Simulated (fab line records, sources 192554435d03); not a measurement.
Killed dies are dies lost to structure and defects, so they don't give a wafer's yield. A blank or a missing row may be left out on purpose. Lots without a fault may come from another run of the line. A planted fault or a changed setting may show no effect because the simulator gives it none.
Chamber matching | flow n5_finfet | N5_FIN_SAQP_ETCH_67 on rie_diel-05: 4 sister chambers
The step etches SiNx in CH3F/O2, target depth 30 nm. 8 wafers are shown with their chamber, then 7 later ones without.

WAFERS WITH THEIR CHAMBER
wafer  | chamber | showerhead_plenum_p_Torr (Torr) | throttle_valve_pct (%)
L077.4 | 1       | 2.09                            | 16.54
L077.6 | 3       | 1.95                            | 15.97
L082.3 | 1       | 2.09                            | 16.59
L087.2 | 2       | 2.04                            | 16.04
L087.4 | 3       | 1.94                            | 16.00
L087.6 | 0       | 2.04                            | 16.05
L088.1 | 2       | 2.04                            | 16.05
L088.3 | 0       | 2.04                            | 16.06

WAFERS WITHOUT THEIR CHAMBER
wafer  | showerhead_plenum_p_Torr (Torr) | throttle_valve_pct (%)
L088.4 | 2.04                            | 16.06
L090.1 | 2.03                            | 16.05
L090.2 | 2.04                            | 16.06
L090.4 | 2.04                            | 16.07
L092.2 | 1.94                            | 16.02
L092.3 | 2.04                            | 16.06
L092.5 | 2.04                            | 16.06

WHICH CHAMBER EACH WENT THROUGH
wafer  | from the rows above     | in truth
L088.4 | can't be placed: 0 or 2 | 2
L090.1 | can't be placed: 0 or 2 | 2
L090.2 | can't be placed: 0 or 2 | 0
L090.4 | can't be placed: 0 or 2 | 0
L092.2 | 3                       | 3
L092.3 | can't be placed: 0 or 2 | 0
L092.5 | can't be placed: 0 or 2 | 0
Placed correctly: 1 of 7. Can't be placed from these rows: 6 (the true chamber is among the candidates in 6). Placed wrongly: 0.
How it was worked out, from the rows above alone: a wafer's distance from a chamber is the root of the sum, over the readings, of the square of ((its reading less the chamber's mean) divided by the reading's scatter). The wafer belongs to the nearest chamber; if the next one is less than 2 further off, it can't be placed. A chamber's mean is the mean of its shown wafers. The scatter: the root of (the sum of the squares of (reading less its chamber's mean) over the shown wafers, divided by (wafers less chambers)).
